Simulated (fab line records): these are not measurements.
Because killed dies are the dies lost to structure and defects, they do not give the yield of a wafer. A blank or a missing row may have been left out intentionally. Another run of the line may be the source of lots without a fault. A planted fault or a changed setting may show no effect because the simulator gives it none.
Lot-split experiment / flow n5Finfet / 21 wafers read from 7 lots, route of 1938 steps

== THE SPLIT ==
At N5_BEOL_M8_EXPOSE_08 (exposes mask M8), the setting doseMj was moved away from the recipe's 68.25 on 3 of the 21 wafers read, by -2.4% to +6.0%. The other wafers ran this setting at the recipe's value.

== FROM THE SPLIT TO THE READING: what the file shows between them, 10 steps ==
- N5_BEOL_M8_PEB_09: peb time 60 s
- N5_BEOL_M8_DEVELOP_10: develop time 30 s
- N5_BEOL_M8_CD_MEAS_11: target cd 38.5 nm
- N5_BEOL_M8_DESCUM_16: chemistry O2, time 7.9 s
- N5_BEOL_M8_ETCH_61: etches SiARC in CF4, target depth 45.5 nm, time 75.8 s
- N5_BEOL_M8_ETCH_62: etches SOC in N2/H2, target depth 110 nm, overetch 22 nm, time 165 s
- N5_BEOL_M8_STRIP_68: strips in N2/H2
- N5_BEOL_M8_STRIP_67: strips in CF4
- N5_BEOL_M8_HM_OPEN_17: chemistry Cl2/BCl3, target TiN, target depth 20 nm, overetch 6 nm
- N5_BEOL_M8_STRIP_19: strips in O2

== THE READING ==
cdNm, in nm, at N5_BEOL_M8_CD_MEAS_18 (pitch 80 nm, target cd 40 nm). Typical for fault-free wafers on this fab line: 39.8 nm, with standard deviation 0.55 nm.

wafer=L076.1; tool, chamber at the split=arfiScanner-01, 0; doseMj as run=68.25; against the recipe=recipe; cdNm, nm=40.3; against lot-mates on the recipe=-
wafer=L076.3; tool, chamber at the split=arfiScanner-01, 0; doseMj as run=68.25; against the recipe=recipe; cdNm, nm=40.5; against lot-mates on the recipe=-
wafer=L076.4; tool, chamber at the split=arfiScanner-01, 0; doseMj as run=68.25; against the recipe=recipe; cdNm, nm=40.2; against lot-mates on the recipe=-
wafer=L083.1; tool, chamber at the split=arfiScanner-02, 0; doseMj as run=68.25; against the recipe=recipe; cdNm, nm=40.1; against lot-mates on the recipe=-
wafer=L083.3; tool, chamber at the split=arfiScanner-02, 0; doseMj as run=68.25; against the recipe=recipe; cdNm, nm=39.0; against lot-mates on the recipe=-
wafer=L083.4; tool, chamber at the split=arfiScanner-02, 0; doseMj as run=68.25; against the recipe=recipe; cdNm, nm=39.1; against lot-mates on the recipe=-
wafer=L084.1; tool, chamber at the split=arfiScanner-02, 0; doseMj as run=68.25; against the recipe=recipe; cdNm, nm=39.5; against lot-mates on the recipe=-
wafer=L084.3; tool, chamber at the split=arfiScanner-02, 0; doseMj as run=68.25; against the recipe=recipe; cdNm, nm=39.2; against lot-mates on the recipe=-
wafer=L084.5; tool, chamber at the split=arfiScanner-02, 0; doseMj as run=68.25; against the recipe=recipe; cdNm, nm=40.1; against lot-mates on the recipe=-
wafer=L086.1; tool, chamber at the split=arfiScanner-03, 0; doseMj as run=68.25; against the recipe=recipe; cdNm, nm=39.2; against lot-mates on the recipe=-
wafer=L086.2; tool, chamber at the split=arfiScanner-03, 0; doseMj as run=68.25; against the recipe=recipe; cdNm, nm=39.8; against lot-mates on the recipe=-
wafer=L086.6; tool, chamber at the split=arfiScanner-03, 0; doseMj as run=68.25; against the recipe=recipe; cdNm, nm=39.7; against lot-mates on the recipe=-
wafer=L090.1; tool, chamber at the split=arfiScanner-01, 0; doseMj as run=68.25; against the recipe=recipe; cdNm, nm=39.8; against lot-mates on the recipe=-
wafer=L090.4; tool, chamber at the split=arfiScanner-01, 0; doseMj as run=66.64; against the recipe=-2.4%; cdNm, nm=38.4; against lot-mates on the recipe=-1.4
wafer=L090.6; tool, chamber at the split=arfiScanner-01, 0; doseMj as run=66.64; against the recipe=-2.4%; cdNm, nm=38.6; against lot-mates on the recipe=-1.2
wafer=L096.1; tool, chamber at the split=arfiScanner-01, 0; doseMj as run=68.25; against the recipe=recipe; cdNm, nm=39.4; against lot-mates on the recipe=-
wafer=L096.3; tool, chamber at the split=arfiScanner-01, 0; doseMj as run=68.25; against the recipe=recipe; cdNm, nm=40.3; against lot-mates on the recipe=-
wafer=L096.4; tool, chamber at the split=arfiScanner-01, 0; doseMj as run=72.34; against the recipe=+6.0%; cdNm, nm=42.9; against lot-mates on the recipe=+3.1
wafer=L097.2; tool, chamber at the split=arfiScanner-02, 0; doseMj as run=68.25; against the recipe=recipe; cdNm, nm=39.0; against lot-mates on the recipe=-
wafer=L097.4; tool, chamber at the split=arfiScanner-02, 0; doseMj as run=68.25; against the recipe=recipe; cdNm, nm=40.0; against lot-mates on the recipe=-
wafer=L097.5; tool, chamber at the split=arfiScanner-02, 0; doseMj as run=68.25; against the recipe=recipe; cdNm, nm=39.8; against lot-mates on the recipe=-

THE FIT
A straight line over all 21 wafers: cdNm changes by +0.527 nm for each +1% of doseMj; r = +0.87; the points scatter about the line by 0.46 nm.
The same after taking each lot's own level away (the mean of its wafers on the recipe; 21 wafers): +0.519 nm for each +1%; r = +0.92; scatter 0.36 nm.
The reading moves by 3.1 nm for the largest change in doseMj, on that fit.
From 39.40 to 40.33 nm: that is the span of the lots' own levels, equal to 1.7 times the standard deviation above.
So the lot-to-lot level changes the slope little: the two slopes agree.
Check: with one of the wafers moved furthest among these (+6.0%) left out of the fit, the line predicts +3.3 nm for it against its lot-mates. It came out at +3.05 nm against them.

== OTHER SPLITS APPLIED TO THESE WAFERS ==
Note: prior to the reading, these wafers also went through further splits. Each is held against what the fit with the lots' levels taken away leaves over:
other split on the same wafers=N5_BEOL_M6_HM_DEP_02 targetThkA; wafers away from the commonest value=7; r with cdNm (lot level and that fit taken away)=-0.02
other split on the same wafers=N5_BEOL_M7_ETCH_62 sourceW; wafers away from the commonest value=9; r with cdNm (lot level and that fit taken away)=-0.14
other split on the same wafers=N5_BEOL_M7_COAT_63 spinRpm; wafers away from the commonest value=5; r with cdNm (lot level and that fit taken away)=+0.13
other split on the same wafers=N5_BEOL_M8_PECVD_70 timeS; wafers away from the commonest value=8; r with cdNm (lot level and that fit taken away)=-0.04

== THE WHOLE CHAIN: every reading that the file lists as answering this split, in the file's order ==
step=N5_BEOL_M8_CD_MEAS_11; what it does=target cd 38.5 nm; reading=cdNm; change (the file's fit)=+0.46 nm for each +1% of the setting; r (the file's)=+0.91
step=N5_BEOL_M8_ETCH_61; what it does=etches SiARC in CF4, target depth 45.5 nm, time 75.8 s; reading=BEOL_M8.cdOffsetNm (the simulator's own value, which no gauge read); change (the file's fit)=+0.481 nm for each +1% of the setting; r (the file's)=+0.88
step=N5_BEOL_M8_HM_OPEN_17; what it does=chemistry Cl2/BCl3, target TiN, target depth 20 nm, overetch 6 nm; reading=BEOL_M8.cdOffsetNm (the simulator's own value, which no gauge read); change (the file's fit)=+0.455 nm for each +1% of the setting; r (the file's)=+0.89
step=N5_BEOL_M8_CD_MEAS_18; what it does=pitch 80 nm, target cd 40 nm; reading=cdNm; change (the file's fit)=+0.513 nm for each +1% of the setting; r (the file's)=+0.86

== FILE'S OWN FIT ==
cdNm changes by +0.513 nm for each +1% of doseMj, r = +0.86.
